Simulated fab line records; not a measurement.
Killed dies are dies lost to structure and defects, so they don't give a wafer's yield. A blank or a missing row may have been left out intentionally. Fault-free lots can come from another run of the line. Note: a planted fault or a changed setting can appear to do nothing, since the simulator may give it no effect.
fab line records	flow nand_harc
record lots=24	wafers=72	last_day=24
route steps=1159 shown A_ONON_D1@449 A_CHANNEL_FILL_D1@496 A_STAIRCASE@562
lots that met no fault: from a run of the same line without faults
start_h: start of the lot's first displayed wafer, in hours after the record's first day	wait_h: hours since the lot's step before	" repeats the value in the row above	L1.1+2: several wafers, shown together as one row	- either no value or no given start	* or withheld: withheld	< > ~ a bound
route shown NAME@n: NAME is a module with steps in the file, n the number in the route of the first one	usual: mean and standard deviation over wafers with no fault	same: alike in all rows	chamber/n: place in a boat	sites: each site's reading	_std_site: how widely they spread, as a standard deviation	_edge_site: outer sites' mean less inner sites'	radius_mm: for every site, how far away it sits from the centre of the wafer	mask NAME#n: copy n	behind: tool/chamber where the wafer was last shaped	hold: cause of the lot's hold/its duration in hours/its outcome	device: names the non-switching transistor (n, p or np)	end of line: at the end of the route, the tests of the same wafers	for a step that has no rows: nothing shown but its recipe	killed: count of dies lost to structure and defects at first sort (not the wafer's yield)	map: shows each die of a wafer: x if killed, . if not, _ if none is there
set.NAME: the setting as run; set.NAME@STEP: as run at that earlier step	model.NAME: the simulator's own value behind a step, which no gauge read
steps of the route over a sample of lots; a table a step, a row a wafer
services: when a tool's chamber went out of use (start_h, in hours from the record's first day, below 0 if earlier), for how many hours, and the reason
## steps
# step NHARC_A_ONON_D1_INSPECT_32
# usual raw_defect_count=75/27
lot.wafer	tool	chamber	start_h	wait_h	raw_defect_count
L074.1	defect_inspect-02	-	169.33	0.1	66
L074.2	"	-	"	"	77
L074.5	"	-	"	"	49
L077.3	defect_inspect-02	-	184.86	0.0	138
L077.4	"	-	"	"	67
L077.6	"	-	"	"	77
L075.2	defect_inspect-02	-	184.90	0.0	40
L075.3	"	-	"	"	43
L075.5	"	-	"	"	38
L076.2	defect_inspect-02	-	185.02	0.0	24
L076.4	"	-	"	"	35
L076.5	"	-	"	"	29
L078.2	defect_inspect-02	-	195.59	0.0	80
L078.3	"	-	"	"	93
L078.5	"	-	"	"	101
L079.2	defect_inspect-02	-	200.65	0.0	61
L079.3	"	-	"	"	73
L079.6	"	-	"	"	78
L080.2	defect_inspect-01	-	204.04	0.0	86
L080.4	"	-	"	"	78
L080.6	"	-	"	"	88
L081.1	defect_inspect-01	-	204.05	0.0	71
L081.2	"	-	"	"	111
L081.4	"	-	"	"	122
L082.1	defect_inspect-02	-	220.09	0.0	69
L082.3	"	-	"	"	84
L082.5	"	-	"	"	91
L083.1	defect_inspect-01	-	220.55	0.0	117
L083.3	"	-	"	"	100
L083.5	"	-	"	"	117
L084.1	defect_inspect-02	-	220.64	0.0	98
L084.2	"	-	"	"	58
L084.6	"	-	"	"	45
L085.1	defect_inspect-02	-	239.54	0.0	94
L085.4	"	-	"	"	69
L085.5	"	-	"	"	100
L087.2	defect_inspect-02	-	247.68	0.0	59
L087.4	"	-	"	"	76
L087.5	"	-	"	"	82
L086.1	defect_inspect-02	-	247.95	0.0	107
L086.4	"	-	"	"	57
L086.6	"	-	"	"	75
L090.1	defect_inspect-01	-	267.75	0.0	86
L090.3	"	-	"	"	59
L090.6	"	-	"	"	44
L088.2	defect_inspect-02	-	267.76	0.0	86
L088.3	"	-	"	"	87
L088.6	"	-	"	"	134
L091.1	defect_inspect-02	-	268.02	0.0	84
L091.4	"	-	"	"	68
L091.6	"	-	"	"	42
L089.1	defect_inspect-02	-	268.43	0.0	41
L089.2	"	-	"	"	46
L089.5	"	-	"	"	44
L092.1	defect_inspect-02	-	275.58	0.1	58
L092.3	"	-	"	"	87
L092.4	"	-	"	"	90
L093.1	defect_inspect-01	-	275.83	0.0	73
L093.2	"	-	"	"	40
L093.6	"	-	"	"	49
L096.2	defect_inspect-01	-	298.70	0.0	61
L096.4	"	-	"	"	54
L096.5	"	-	"	"	102
L094.1	defect_inspect-01	-	298.74	0.0	94
L094.4	"	-	"	"	73
L094.6	"	-	"	"	63
L097.2	defect_inspect-01	-	298.81	0.0	72
L097.4	"	-	"	"	49
L097.6	"	-	"	"	73
L095.1	defect_inspect-01	-	298.98	0.0	139
L095.3	"	-	"	"	63
L095.6	"	-	"	"	168
# step NHARC_A_CHANNEL_FILL_D1_ALD_16
# recipe target_thk_a=15	pulse_time_s=10	ald_cycles=15	temp_c=300	material=SiO2
# usual heater_power_w=448/48	precursor_pulse_height_rel=1.003/0.02	susceptor_temp_C=300.01/0.21
lot.wafer	tool	chamber	start_h	wait_h	heater_power_w	precursor_pulse_height_rel	susceptor_temp_C
L074.2	ald_hk-02	0	192.46	0.0	382	1.007	300.18
L074.1	"	3	"	"	374	1.017	300.10
L074.5	"	0	"	"	379	1.005	300.12
L077.4	ald_hk-03	1	207.91	0.1	447	0.985	300.23
L077.3	"	3	"	"	489	1.014	299.87
L077.6	"	0	"	"	445	1.020	300.04
L075.2	ald_hk-04	2	207.91	0.1	380	1.028	299.97
L075.3	"	3	"	"	511	1.004	300.20
L075.5	"	1	"	"	459	0.984	299.79
L076.2	ald_hk-03	2	213.89	0.1	487	1.003	-
L076.4	"	3	"	"	494	1.011	-
L076.5	"	2	"	"	480	0.990	-
L078.3	ald_hk-02	3	217.92	0.0	383	0.991	300.06
L078.2	"	0	"	"	382	1.027	299.83
L078.5	"	3	"	"	379	1.031	300.02
L079.2	ald_hk-03	2	222.74	0.0	486	0.994	300.39
L079.3	"	0	"	"	446	1.052	300.00
L079.6	"	3	"	"	472	0.987	299.70
L081.4	ald_hk-02	1	226.33	0.0	526	0.954	299.94
L081.1	"	2	"	"	410	0.992	299.94
L081.2	"	0	"	"	388	0.993	300.16
L080.2	ald_hk-03	0	226.33	0.0	444	1.016	300.06
L080.4	"	2	"	"	477	0.991	300.16
L080.6	"	0	"	"	459	1.013	299.96
L082.3	ald_hk-04	0	242.47	0.2	474	1.028	300.31
L082.1	"	1	"	"	465	0.995	299.96
L082.5	"	3	"	"	499	0.972	299.85
L083.3	ald_hk-04	0	242.58	0.3	478	1.012	-
L083.1	"	2	"	"	373	0.964	-
L083.5	"	0	"	"	472	0.975	-
L084.2	ald_hk-02	0	247.34	0.0	384	1.014	300.00
L084.1	"	3	"	"	380	1.007	300.14
L084.6	"	0	"	"	386	1.013	300.22
L085.4	ald_hk-03	0	262.26	0.1	438	0.988	300.31
L085.1	"	1	"	"	447	0.994	299.75
L085.5	"	0	"	"	440	0.984	300.22
L087.2	ald_hk-04	1	270.01	0.1	456	1.025	299.89
L087.4	"	3	"	"	490	0.974	299.83
L087.5	"	0	"	"	476	0.954	300.38
L086.4	ald_hk-02	0	270.04	0.1	392	1.009	299.66
L086.1	"	1	"	"	508	1.016	299.93
L086.6	"	3	"	"	389	1.027	300.12
L088.2	ald_hk-02	3	291.38	0.1	381	1.001	300.15
L088.3	"	0	"	"	388	0.981	300.41
L088.6	"	2	"	"	405	0.961	299.81
L090.1	ald_hk-02	3	291.49	0.2	378	1.032	300.02
L090.3	"	1	"	"	534	0.997	300.02
L090.6	"	0	"	"	379	1.010	300.40
L089.2	ald_hk-04	1	295.27	0.2	455	1.020	299.94
L089.1	"	2	"	"	388	0.991	300.09
L089.5	"	0	"	"	474	1.023	300.06
L091.1	ald_hk-04	0	295.43	0.3	485	1.001	299.76
L091.4	"	1	"	"	453	1.006	300.06
L091.6	"	3	"	"	510	1.015	300.41
L092.4	ald_hk-04	1	299.97	0.0	456	1.005	299.49
L092.3	"	2	"	"	388	1.038	300.07
L092.1	"	3	"	"	499	0.959	299.87
L093.1	ald_hk-03	0	299.99	0.1	448	1.011	299.81
L093.2	"	2	"	"	483	1.028	300.40
L093.6	"	0	"	"	449	0.994	299.98
L096.2	ald_hk-04	2	323.53	0.1	388	1.025	299.79
L096.4	"	0	"	"	487	0.974	300.01
L096.5	"	3	"	"	507	1.018	300.16
L094.1	ald_hk-04	1	327.39	3.9	454	1.016	299.79
L094.4	"	0	"	"	485	1.013	300.04
L094.6	"	2	"	"	388	0.971	299.67
L097.2	ald_hk-04	3	327.99	0.1	514	1.022	299.70
L097.4	"	0	"	"	479	0.996	299.85
L097.6	"	2	"	"	384	1.008	299.89
L095.1	ald_hk-04	2	332.77	0.0	388	1.020	300.06
L095.3	"	1	"	"	462	0.980	299.75
L095.6	"	3	"	"	513	1.034	299.88
# step NHARC_A_CHANNEL_FILL_D1_INSPECT_13
# usual raw_defect_count=261/96
lot.wafer	tool	chamber	start_h	wait_h	raw_defect_count
L074.1	defect_inspect-02	-	228.12	0.2	145
L074.2	"	-	"	"	110
L074.5	"	-	"	"	111
L075.2	defect_inspect-01	-	243.36	0.1	211
L075.3	"	-	"	"	334
L075.5	"	-	"	"	284
L077.3	defect_inspect-02	-	243.36	0.1	244
L077.4	"	-	"	"	486
L077.6	"	-	"	"	431
L078.2	defect_inspect-01	-	252.14	0.1	270
L078.3	"	-	"	"	229
L078.5	"	-	"	"	247
L076.2	defect_inspect-02	-	252.14	0.1	307
L076.4	"	-	"	"	126
L076.5	"	-	"	"	327
L079.2	defect_inspect-01	-	258.53	0.1	293
L079.3	"	-	"	"	272
L079.6	"	-	"	"	153
L080.2	defect_inspect-02	-	262.17	0.1	242
L080.4	"	-	"	"	183
L080.6	"	-	"	"	238
L081.1	defect_inspect-01	-	262.18	0.2	156
L081.2	"	-	"	"	231
L081.4	"	-	"	"	134
L082.1	defect_inspect-02	-	277.71	0.2	175
L082.3	"	-	"	"	168
L082.5	"	-	"	"	146
L083.1	defect_inspect-01	-	277.88	0.2	251
L083.3	"	-	"	"	326
L083.5	"	-	"	"	293
L084.1	defect_inspect-02	-	283.03	0.2	233
L084.2	"	-	"	"	207
L084.6	"	-	"	"	138
L085.1	defect_inspect-01	-	298.53	0.2	234
L085.4	"	-	"	"	266
L085.5	"	-	"	"	192
L087.2	defect_inspect-01	-	306.26	0.1	168
L087.4	"	-	"	"	282
L087.5	"	-	"	"	191
L086.1	defect_inspect-01	-	306.43	0.2	200
L086.4	"	-	"	"	312
L086.6	"	-	"	"	171
L090.1	defect_inspect-01	-	326.70	0.2	518
L090.3	"	-	"	"	279
L090.6	"	-	"	"	366
L088.2	defect_inspect-01	-	326.73	0.1	228
L088.3	"	-	"	"	254
L088.6	"	-	"	"	247
L089.1	defect_inspect-01	-	331.79	0.2	311
L089.2	"	-	"	"	333
L089.5	"	-	"	"	470
L091.1	defect_inspect-01	-	334.80	0.2	412
L091.4	"	-	"	"	340
L091.6	"	-	"	"	197
L093.1	defect_inspect-01	-	334.91	0.2	159
L093.2	"	-	"	"	160
L093.6	"	-	"	"	161
L092.1	defect_inspect-01	-	342.32	0.2	394
L092.3	"	-	"	"	440
L092.4	"	-	"	"	251
L096.2	defect_inspect-01	-	359.32	0.1	254
L096.4	"	-	"	"	203
L096.5	"	-	"	"	259
L094.1	defect_inspect-02	-	362.85	0.2	189
L094.4	"	-	"	"	180
L094.6	"	-	"	"	326
L097.2	defect_inspect-01	-	362.88	0.1	331
L097.4	"	-	"	"	376
L097.6	"	-	"	"	471
L095.1	defect_inspect-01	-	369.19	0.2	127
L095.3	"	-	"	"	235
L095.6	"	-	"	"	156
# step NHARC_A_STAIRCASE_ETCH_25
# recipe target_depth_a=1000	time_s=40.5	ion_energy_ev=400	c4f8_flow_sccm=20	o2_flow_sccm=10	ar_flow_sccm=withheld	rf_w=600	bias_w=1000	chemistry=C4F8/O2
# usual oes_product_au=0.939/0.015	rf_vpp_V=895/6.5
lot.wafer	tool	chamber	start_h	wait_h	oes_product_au	rf_hours_counter_h	rf_vpp_V
L074.1	rie_diel-12	0	-	-	0.934	8	900
L074.2	"	3	"	"	0.964	9	900
L074.5	"	0	"	"	0.932	-	900
L077.3	rie_diel-05	3	-	-	0.950	29	888
L077.4	"	0	"	"	0.946	29	897
L077.6	"	3	"	"	0.949	-	890
L075.2	rie_diel-11	0	-	-	0.946	21	891
L075.3	"	3	"	"	0.933	21	888
L075.5	"	1	"	"	0.965	-	904
L076.2	rie_diel-12	2	-	-	0.941	14	890
L076.4	"	0	"	"	0.931	14	901
L076.5	"	2	"	"	0.947	-	889
L078.3	rie_diel-11	2	-	-	0.922	22	906
L078.2	"	3	"	"	0.936	24	889
L078.5	"	1	"	"	0.945	-	905
L079.2	rie_diel-05	2	-	-	0.927	36	892
L079.3	"	1	"	"	0.920	36	893
L079.6	"	3	"	"	0.962	-	888
L081.1	rie_diel-05	1	-	-	0.928	38	893
L081.4	"	3	"	"	0.943	38	887
L081.2	"	0	"	"	0.928	37	896
L080.4	rie_diel-05	1	-	-	0.936	39	894
L080.2	"	2	"	"	0.928	39	891
L080.6	"	0	"	"	0.939	-	895
L082.3	rie_diel-11	2	-	-	0.927	34	904
L082.1	"	3	"	"	0.959	36	889
L082.5	"	1	"	"	0.948	-	904
L083.1	rie_diel-05	0	-	-	0.944	42	894
L083.3	"	1	"	"	0.936	43	895
L083.5	"	3	"	"	0.975	-	888
L084.2	rie_diel-12	3	-	-	0.948	27	900
L084.1	"	1	"	"	0.948	28	905
L084.6	"	0	"	"	0.936	-	899
L085.1	rie_diel-12	0	-	-	0.940	30	901
L085.4	"	1	"	"	0.926	31	906
L085.5	"	0	"	"	0.943	-	901
L087.2	rie_diel-11	0	-	-	0.945	44	890
L087.4	"	1	"	"	0.950	48	904
L087.5	"	3	"	"	0.939	-	888
L086.1	rie_diel-05	0	-	-	0.948	50	894
L086.4	"	3	"	"	0.962	51	888
L086.6	"	0	"	"	0.940	-	894
L090.1	rie_diel-05	1	-	-	0.945	60	895
L090.3	"	0	"	"	0.936	56	894
L090.6	"	2	"	"	0.922	-	891
L088.2	rie_diel-11	0	-	-	0.950	49	890
L088.3	"	1	"	"	0.966	55	903
L088.6	"	1	"	"	0.963	-	903
L089.1	rie_diel-05	3	-	-	0.944	60	887
L089.2	"	1	"	"	0.937	64	893
L089.5	"	3	"	"	0.950	-	886
L091.4	rie_diel-05	2	-	-	0.914	65	890
L091.1	"	3	"	"	0.940	61	888
L091.6	"	2	"	"	0.917	-	889
L093.1	rie_diel-11	1	-	-	0.968	59	904
L093.2	"	2	"	"	0.937	57	904
L093.6	"	3	"	"	0.948	-	887
L092.1	rie_diel-11	0	-	-	0.933	57	889
L092.3	"	1	"	"	0.949	62	904
L092.4	"	2	"	"	0.929	60	905
L096.2	rie_diel-05	3	-	-	0.933	4	905
L096.4	"	2	"	"	0.920	4	889
L096.5	"	3	"	"	0.933	-	904
L097.2	rie_diel-12	3	-	-	0.936	53	901
L097.4	"	0	"	"	0.914	52	901
L097.6	"	2	"	"	0.917	-	889
L094.1	rie_diel-12	3	-	-	0.954	53	900
L094.4	"	0	"	"	0.934	52	900
L094.6	"	0	"	"	0.920	-	899
L095.1	rie_diel-12	1	-	-	0.922	59	904
L095.3	"	3	"	"	0.935	58	900
L095.6	"	2	"	"	0.920	-	888
# step NHARC_A_STAIRCASE_DESCUM_186
# recipe time_s=3	o2_flow_sccm=200	ar_flow_sccm=0	bias_power_w=0	chemistry=O2
# usual drypump_motor_current_A=5.8/0.51	oes_product_au=0.997/0.015	rf_vpp_V=57.8/0.89	showerhead_plenum_p_Torr=1.92/0.11	throttle_valve_pct=11.311/0.0087
lot.wafer	tool	chamber	start_h	wait_h	drypump_motor_current_A	oes_product_au	rf_hours_counter_h	rf_vpp_V	showerhead_plenum_p_Torr	throttle_valve_pct
L074.2	rie_diel-05	0	234.87	-	4.7	0.990	26	58.1	1.90	11.313
L074.1	"	1	"	"	5.7	0.978	27	57.5	1.89	11.310
L074.5	"	0	"	"	4.7	0.991	-	57.2	1.90	11.316
L077.3	rie_diel-12	2	249.93	-	5.3	0.980	12	56.5	1.82	11.293
L077.4	"	3	"	"	5.6	1.001	12	57.5	1.98	11.311
L077.6	"	2	"	"	5.3	0.982	-	57.3	1.82	11.327
L075.3	rie_diel-11	1	250.71	-	5.6	1.012	20	58.4	2.05	11.300
L075.2	"	3	"	"	6.6	1.004	22	56.8	1.80	11.319
L075.5	"	2	"	"	6.1	0.980	-	57.5	2.07	11.300
L076.2	rie_diel-11	3	259.08	-	6.7	0.984	24	57.3	1.80	11.307
L076.5	"	1	"	"	5.7	1.001	-	57.5	2.05	11.301
L076.4	"	2	"	"	6.1	0.981	-	57.3	2.07	11.313
L078.3	rie_diel-11	3	259.33	-	6.6	0.999	24	57.0	1.80	11.307
L078.2	"	1	"	"	5.6	1.010	24	58.7	2.05	11.306
L078.5	"	3	"	"	6.6	0.987	-	57.0	1.80	11.307
L079.3	rie_diel-05	0	266.79	-	4.8	0.993	36	58.3	1.89	11.316
L079.2	"	3	"	"	6.5	1.012	36	57.1	1.78	11.305
L079.6	"	1	"	"	5.7	0.984	-	56.7	1.89	11.320
L081.1	rie_diel-11	1	270.67	-	5.7	1.006	31	58.6	2.05	11.310
L081.4	"	2	"	"	6.1	0.978	31	58.1	2.07	11.317
L081.2	"	0	"	"	5.7	0.998	28	56.9	1.82	11.313
L080.2	rie_diel-05	2	271.55	-	6.1	0.991	40	57.5	1.82	11.303
L080.4	"	3	"	"	6.5	1.013	39	58.0	1.78	11.305
L080.6	"	3	"	"	6.5	1.016	-	57.0	1.78	11.318
L082.1	rie_diel-12	1	285.24	-	5.9	1.004	26	59.3	2.07	11.315
L082.3	"	2	"	"	5.3	1.005	25	57.7	1.81	11.311
L082.5	"	3	"	"	5.5	1.006	-	58.7	1.98	11.308
L083.1	rie_diel-12	1	285.84	-	5.9	1.001	26	57.7	2.07	11.331
L083.3	"	2	"	"	5.3	0.995	25	56.6	1.81	11.308
L083.5	"	0	"	"	6.1	0.985	-	59.5	1.99	11.306
L084.2	rie_diel-12	1	291.06	-	5.9	0.986	29	59.0	2.07	11.315
L084.1	"	2	"	"	5.3	0.994	28	56.7	1.81	11.316
L084.6	"	3	"	"	5.6	1.005	-	57.6	1.98	11.299
L085.1	rie_diel-05	3	305.09	-	6.5	1.005	48	57.1	1.78	11.329
L085.4	"	1	"	"	5.7	0.994	51	57.6	1.88	11.311
L085.5	"	0	"	"	4.8	0.995	-	57.5	1.89	11.301
L087.2	rie_diel-12	1	313.22	-	5.9	0.988	33	59.0	2.07	11.305
L087.4	"	0	"	"	6.1	0.974	32	56.7	1.99	11.308
L087.5	"	1	"	"	5.9	0.993	-	58.2	2.07	11.310
L086.1	rie_diel-05	3	313.58	-	6.5	1.007	51	57.6	1.78	11.311
L086.4	"	1	"	"	5.7	0.998	55	58.6	1.88	11.310
L086.6	"	0	"	"	4.8	1.001	-	59.3	1.89	11.319
L090.3	rie_diel-05	1	333.29	-	5.7	0.998	61	57.2	1.88	11.329
L090.1	"	0	"	"	4.8	1.002	56	58.2	1.89	11.320
L090.6	"	2	"	"	6.2	0.969	-	57.0	1.82	11.322
L088.2	rie_diel-11	0	333.55	-	5.7	1.006	50	57.5	1.81	11.305
L088.3	"	1	"	"	5.7	1.014	55	58.3	2.04	11.313
L088.6	"	0	"	"	5.8	0.994	-	57.9	1.81	11.303
L089.2	rie_diel-11	3	339.77	-	6.6	1.005	56	57.0	1.79	11.320
L089.1	"	0	"	"	5.7	1.009	53	57.2	1.81	11.307
L089.5	"	2	"	"	6.1	0.997	-	58.7	2.06	11.324
L091.1	rie_diel-12	3	341.54	-	5.6	1.012	42	56.6	1.97	11.309
L091.4	"	0	"	"	6.1	0.967	42	59.7	1.99	11.305
L091.6	"	2	"	"	5.3	0.983	-	58.4	1.81	11.307
L093.1	rie_diel-12	1	341.83	-	5.9	0.984	42	59.8	2.06	11.313
L093.2	"	2	"	"	5.3	0.987	42	57.2	1.81	11.301
L093.6	"	2	"	"	5.3	1.002	-	56.9	1.81	11.298
L092.4	rie_diel-05	1	350.78	-	5.7	1.014	0	59.1	1.88	11.311
L092.1	"	2	"	"	6.1	0.971	0	57.5	1.82	11.322
L092.3	"	3	"	"	6.5	1.002	0	58.4	2.08	11.313
L096.4	rie_diel-05	2	366.07	-	6.2	0.975	4	58.0	1.81	11.329
L096.2	"	3	"	"	6.5	0.995	4	58.4	2.07	11.300
L096.5	"	2	"	"	6.1	0.965	-	57.7	1.81	11.309
L097.2	rie_diel-05	3	369.82	-	6.5	0.992	6	57.3	2.07	11.318
L097.4	"	0	"	"	4.8	1.010	6	57.6	1.88	11.307
L097.6	"	1	"	"	5.7	1.006	-	57.9	1.88	11.312
L094.4	rie_diel-05	3	370.10	-	6.5	1.006	6	57.4	2.07	11.310
L094.1	"	2	"	"	6.1	0.986	6	56.6	1.81	11.305
L094.6	"	3	"	"	6.5	1.016	-	58.4	2.07	11.323
L095.1	rie_diel-11	1	379.20	-	5.7	1.026	0	58.0	2.04	11.330
L095.3	"	3	"	"	6.6	1.005	0	58.3	1.79	11.294
L095.6	"	0	"	"	5.7	0.988	-	57.7	1.81	11.313
# step NHARC_A_STAIRCASE_TRIM_224
# recipe time_s=211.2	o2_flow_sccm=500	ar_flow_sccm=0	bias_w=0	chemistry=O2
# usual drypump_motor_current_A=5.8/0.46	oes_product_au=0.995/0.013	rf_vpp_V=57.7/0.94	showerhead_plenum_p_Torr=3.54/0.18	throttle_valve_pct=17.036/0.0088
lot.wafer	tool	chamber	start_h	wait_h	drypump_motor_current_A	oes_product_au	rf_hours_counter_h	rf_vpp_V	showerhead_plenum_p_Torr	throttle_valve_pct
L074.2	rie_diel-11	0	-	-	5.8	0.987	18	57.5	3.37	17.039
L074.1	"	2	"	"	6.1	0.980	17	57.8	3.80	17.050
L074.5	"	3	"	"	6.7	1.001	-	57.4	3.33	17.036
L077.3	rie_diel-05	0	-	-	4.8	0.991	32	57.9	3.49	17.042
L077.4	"	2	"	"	6.2	0.993	32	57.0	3.38	17.033
L077.6	"	0	"	"	4.8	0.999	-	58.6	3.49	17.034
L075.2	rie_diel-05	2	-	-	6.1	0.984	32	57.9	3.38	17.027
L075.3	"	0	"	"	4.7	0.985	32	58.1	3.49	17.042
L075.5	"	3	"	"	6.5	1.007	-	58.5	3.30	17.032
L076.4	rie_diel-12	1	-	-	5.9	0.991	16	58.0	3.80	17.035
L076.2	"	3	"	"	5.6	1.013	17	58.7	3.64	17.035
L076.5	"	1	"	"	6.0	0.998	-	57.9	3.80	17.035
L078.2	rie_diel-12	1	-	-	5.9	1.002	17	58.5	3.80	17.060
L078.3	"	0	"	"	6.1	0.966	17	57.5	3.67	17.035
L078.5	"	2	"	"	5.3	0.984	-	58.5	3.36	17.047
L079.2	rie_diel-12	3	-	-	5.6	1.010	21	56.7	3.64	17.026
L079.3	"	2	"	"	5.3	0.988	22	56.8	3.35	17.032
L079.6	"	3	"	"	5.5	1.012	-	58.8	3.64	17.036
L081.2	rie_diel-05	3	-	-	6.5	1.014	40	57.2	3.30	17.055
L081.4	"	0	"	"	4.8	1.001	39	57.6	3.49	17.045
L081.1	"	2	"	"	6.1	0.980	41	56.6	3.37	17.039
L080.2	rie_diel-12	3	-	-	5.6	1.003	23	57.2	3.64	17.057
L080.4	"	0	"	"	6.1	0.981	24	58.8	3.66	17.034
L080.6	"	2	"	"	5.3	1.010	-	56.8	3.35	17.039
L082.1	rie_diel-12	3	-	-	5.5	1.003	27	58.2	3.64	17.031
L082.3	"	1	"	"	5.9	0.992	28	56.8	3.79	17.039
L082.5	"	2	"	"	5.3	0.992	-	56.7	3.35	17.040
L083.3	rie_diel-05	2	-	-	6.1	0.991	49	58.7	3.37	17.039
L083.1	"	3	"	"	6.5	1.014	46	56.9	3.29	17.031
L083.5	"	1	"	"	5.7	0.985	-	58.1	3.48	17.035
L084.1	rie_diel-11	0	-	-	5.8	1.000	39	59.1	3.36	17.024
L084.2	"	2	"	"	6.1	0.984	41	57.2	3.78	17.043
L084.6	"	0	"	"	5.8	1.002	-	57.0	3.36	17.039
L085.1	rie_diel-12	0	-	-	6.1	0.977	31	58.8	3.66	17.024
L085.4	"	1	"	"	5.9	0.982	32	57.6	3.79	17.042
L085.5	"	2	"	"	5.3	0.966	-	56.7	3.35	17.044
L087.4	rie_diel-11	1	-	-	5.7	1.012	50	58.0	3.75	17.043
L087.2	"	0	"	"	5.8	1.012	45	56.8	3.36	17.039
L087.5	"	1	"	"	5.7	1.018	-	57.8	3.75	17.050
L086.4	rie_diel-12	2	-	-	5.4	0.988	34	59.2	3.35	17.051
L086.1	"	1	"	"	5.9	0.984	34	57.9	3.79	17.026
L086.6	"	3	"	"	5.6	1.022	-	57.4	3.64	17.032
L088.3	rie_diel-12	3	-	-	5.6	1.016	40	57.4	3.63	17.039
L088.2	"	0	"	"	6.1	0.977	41	58.0	3.66	17.036
L088.6	"	2	"	"	5.4	0.998	-	58.0	3.34	17.029
L090.3	rie_diel-05	3	-	-	6.5	1.011	61	57.6	3.29	17.025
L090.1	"	2	"	"	6.1	0.979	66	57.3	3.36	17.031
L090.6	"	3	"	"	6.5	1.008	-	56.0	3.29	17.033
L089.2	rie_diel-12	3	-	-	5.5	1.003	43	58.6	3.63	17.055
L089.1	"	0	"	"	6.1	0.975	44	56.9	3.65	17.028
L089.5	"	3	"	"	5.5	0.995	-	57.2	3.63	17.039
L091.1	rie_diel-11	0	-	-	5.8	1.010	56	56.5	3.35	17.045
L091.4	"	1	"	"	5.7	1.024	61	58.3	3.74	17.047
L091.6	"	3	"	"	6.7	1.009	-	56.4	3.31	17.029
L093.2	rie_diel-12	1	-	-	5.9	0.990	45	58.8	3.78	17.041
L093.1	"	2	"	"	5.4	0.975	45	58.8	3.34	17.034
L093.6	"	1	"	"	5.9	0.992	-	58.1	3.78	17.030
L092.1	rie_diel-11	3	-	-	6.6	0.982	64	57.5	3.31	17.036
L092.3	"	0	"	"	5.8	1.005	59	56.2	3.35	17.038
L092.4	"	2	"	"	6.1	0.978	64	59.0	3.77	17.016
L096.2	rie_diel-12	2	-	-	5.4	0.995	55	56.6	3.34	17.026
L096.4	"	1	"	"	5.9	0.995	54	57.5	3.78	17.032
L096.5	"	3	"	"	5.6	1.011	-	58.3	3.62	17.034
L097.4	rie_diel-12	0	-	-	6.1	0.973	57	58.6	3.65	17.042
L097.2	"	3	"	"	5.5	0.999	57	57.4	3.62	17.035
L097.6	"	0	"	"	6.1	0.980	-	57.4	3.65	17.028
L094.4	rie_diel-12	1	-	-	6.0	0.989	58	57.4	3.77	17.047
L094.1	"	3	"	"	5.6	1.006	57	57.2	3.62	17.030
L094.6	"	2	"	"	5.4	0.980	-	57.3	3.34	17.042
L095.1	rie_diel-11	0	-	-	5.8	0.988	2	58.5	3.35	17.013
L095.3	"	2	"	"	6.1	1.009	2	58.4	3.77	17.018
L095.6	"	0	"	"	5.9	0.989	-	57.3	3.35	17.026
## services
tool	chamber	start_h	hours	kind
ald_hk-03	-	172.02	1.4	repair
rie_diel-12	0	181.60	-	clean
rie_diel-12	1	181.60	-	clean
rie_diel-12	2	181.60	-	clean
rie_diel-12	3	181.60	-	clean
rie_diel-11	-	189.52	9.0	pm
ald_hk-04	-	191.66	10.0	pm
rie_diel-12	-	202.53	9.0	pm
rie_diel-12	0	202.53	9.0	vent_cycle
rie_diel-12	1	202.53	9.0	vent_cycle
rie_diel-12	2	202.53	9.0	vent_cycle
rie_diel-12	3	202.53	9.0	vent_cycle
rie_diel-12	0	211.53	-	clean
ald_hk-04	-	214.52	1.6	repair
rie_diel-11	2	242.83	4.5	repair
rie_diel-11	0	259.02	6.5	repair
ald_hk-02	-	280.00	10.0	pm
ald_hk-03	-	323.28	10.0	pm
rie_diel-05	-	340.65	9.0	pm
rie_diel-11	-	366.55	9.0	pm
ald_hk-04	-	370.48	10.0	pm
rie_diel-05	0	372.58	1.2	repair
rie_diel-12	-	379.53	9.0	pm
rie_diel-11	1	383.84	2.7	repair
## key
fault none
